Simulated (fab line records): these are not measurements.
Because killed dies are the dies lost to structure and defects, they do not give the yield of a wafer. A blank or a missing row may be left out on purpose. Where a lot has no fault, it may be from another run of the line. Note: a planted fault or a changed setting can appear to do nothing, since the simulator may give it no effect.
Split-lot trial :: flow n5_finfet :: 7 lots, 21 wafers read, on a route of 1938 steps

== ON THE SPLIT ==
At N5_BEOL_M0_SAQP_ETCH_107 (etches SiNx in CH3F/O2, target depth 30 nm), the setting bias_w was moved away from the recipe's 73 W on 3 of the 21 wafers read, by +8.2% to +15.2%. The other wafers ran this setting at the recipe's value.

The reading comes from the split's own step.

== THE READING ==
rf_vpp_V, in V, at N5_BEOL_M0_SAQP_ETCH_107 (etches SiNx in CH3F/O2, target depth 30 nm). On this fab line, fault-free wafers typically give 298 V with a standard deviation of 5.4 V.

wafer: L076.1
tool, chamber at the split: rie_diel-05, 1
bias_w as run, W: 73
against the recipe: recipe
rf_vpp_V, V: 300
against lot-mates on the recipe: -

wafer: L076.2
tool, chamber at the split: rie_diel-05, 2
bias_w as run, W: 73
against the recipe: recipe
rf_vpp_V, V: 307
against lot-mates on the recipe: -

wafer: L076.5
tool, chamber at the split: rie_diel-05, 0
bias_w as run, W: 78.97
against the recipe: +8.2%
rf_vpp_V, V: 308
against lot-mates on the recipe: +4

wafer: L077.2
tool, chamber at the split: rie_diel-05, 3
bias_w as run, W: 73
against the recipe: recipe
rf_vpp_V, V: 298
against lot-mates on the recipe: -

wafer: L077.3
tool, chamber at the split: rie_diel-05, 1
bias_w as run, W: 73
against the recipe: recipe
rf_vpp_V, V: 300
against lot-mates on the recipe: -

wafer: L077.4
tool, chamber at the split: rie_diel-05, 2
bias_w as run, W: 73
against the recipe: recipe
rf_vpp_V, V: 306
against lot-mates on the recipe: -

wafer: L085.2
tool, chamber at the split: rie_diel-05, 0
bias_w as run, W: 73
against the recipe: recipe
rf_vpp_V, V: 290
against lot-mates on the recipe: -

wafer: L085.3
tool, chamber at the split: rie_diel-05, 3
bias_w as run, W: 73
against the recipe: recipe
rf_vpp_V, V: 297
against lot-mates on the recipe: -

wafer: L085.5
tool, chamber at the split: rie_diel-05, 2
bias_w as run, W: 73
against the recipe: recipe
rf_vpp_V, V: 309
against lot-mates on the recipe: -

wafer: L089.1
tool, chamber at the split: rie_diel-06, 1
bias_w as run, W: 73
against the recipe: recipe
rf_vpp_V, V: 301
against lot-mates on the recipe: -

wafer: L089.4
tool, chamber at the split: rie_diel-06, 0
bias_w as run, W: 73
against the recipe: recipe
rf_vpp_V, V: 306
against lot-mates on the recipe: -

wafer: L089.5
tool, chamber at the split: rie_diel-06, 3
bias_w as run, W: 83.25
against the recipe: +14.0%
rf_vpp_V, V: 328
against lot-mates on the recipe: +24

wafer: L094.2
tool, chamber at the split: rie_diel-06, 1
bias_w as run, W: 84.06
against the recipe: +15.2%
rf_vpp_V, V: 336
against lot-mates on the recipe: +36

wafer: L094.4
tool, chamber at the split: rie_diel-06, 3
bias_w as run, W: 73
against the recipe: recipe
rf_vpp_V, V: 298
against lot-mates on the recipe: -

wafer: L094.6
tool, chamber at the split: rie_diel-06, 1
bias_w as run, W: 73
against the recipe: recipe
rf_vpp_V, V: 303
against lot-mates on the recipe: -

wafer: L096.2
tool, chamber at the split: rie_diel-02, 0
bias_w as run, W: 73
against the recipe: recipe
rf_vpp_V, V: 302
against lot-mates on the recipe: -

wafer: L096.5
tool, chamber at the split: rie_diel-02, 3
bias_w as run, W: 73
against the recipe: recipe
rf_vpp_V, V: 294
against lot-mates on the recipe: -

wafer: L096.6
tool, chamber at the split: rie_diel-02, 0
bias_w as run, W: 73
against the recipe: recipe
rf_vpp_V, V: 300
against lot-mates on the recipe: -

wafer: L097.2
tool, chamber at the split: rie_diel-06, 2
bias_w as run, W: 73
against the recipe: recipe
rf_vpp_V, V: 296
against lot-mates on the recipe: -

wafer: L097.4
tool, chamber at the split: rie_diel-06, 1
bias_w as run, W: 73
against the recipe: recipe
rf_vpp_V, V: 300
against lot-mates on the recipe: -

wafer: L097.5
tool, chamber at the split: rie_diel-06, 1
bias_w as run, W: 73
against the recipe: recipe
rf_vpp_V, V: 302
against lot-mates on the recipe: -

FIT RESULTS
A straight line over all 21 wafers: rf_vpp_V changes by +2.01 V for each +1% of bias_w; r = +0.88; the points scatter about the line by 5.1 V.
The same after taking each lot's own level away (the mean of its wafers on the recipe; 21 wafers): +1.88 V for each +1%; r = +0.87; scatter 5.1 V.
According to that fit, moving bias_w by its largest amount changes the reading by 29 V.
From 298.7 to 303.5 V: that is the span of the lots' own levels, equal to 0.9 times the standard deviation above.
So the lot-to-lot level changes the slope little: the two slopes agree.
Check: with one of the wafers moved furthest among these (+15.2%) left out of the fit, the line predicts +21.9 V for it against its lot-mates. It came out at +35.5 V against them.
Tool readings at the split's step, against how far the setting was moved: rf_vpp_V r = +0.88.

== FURTHER SPLITS ON THESE WAFERS ==
Before the reading, these wafers also passed through other splits. Each is held against what the fit with the lots' levels taken away leaves over:
other split on the same wafers: N5_HKMG_FIN_CVD_62 temp_c
wafers away from the commonest value: 9
r with rf_vpp_V (lot level and that fit taken away): +0.22

other split on the same wafers: N5_HKMG_FIN_ETCH_35 time_s
wafers away from the commonest value: 7
r with rf_vpp_V (lot level and that fit taken away): +0.31

other split on the same wafers: N5_MOL_CONTACT_COAG_COAT_58 spin_rpm
wafers away from the commonest value: 8
r with rf_vpp_V (lot level and that fit taken away): -0.23

other split on the same wafers: N5_MOL_CONTACT_COAG_ETCH_105 bias_w
wafers away from the commonest value: 8
r with rf_vpp_V (lot level and that fit taken away): -0.03

other split on the same wafers: N5_MOL_CONTACT_COAG_ALD_27 ald_cycles
wafers away from the commonest value: 7
r with rf_vpp_V (lot level and that fit taken away): +0.36

== FILE'S OWN FIT ==
rf_vpp_V changes by +1.88 V for each +1% of bias_w, r = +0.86.
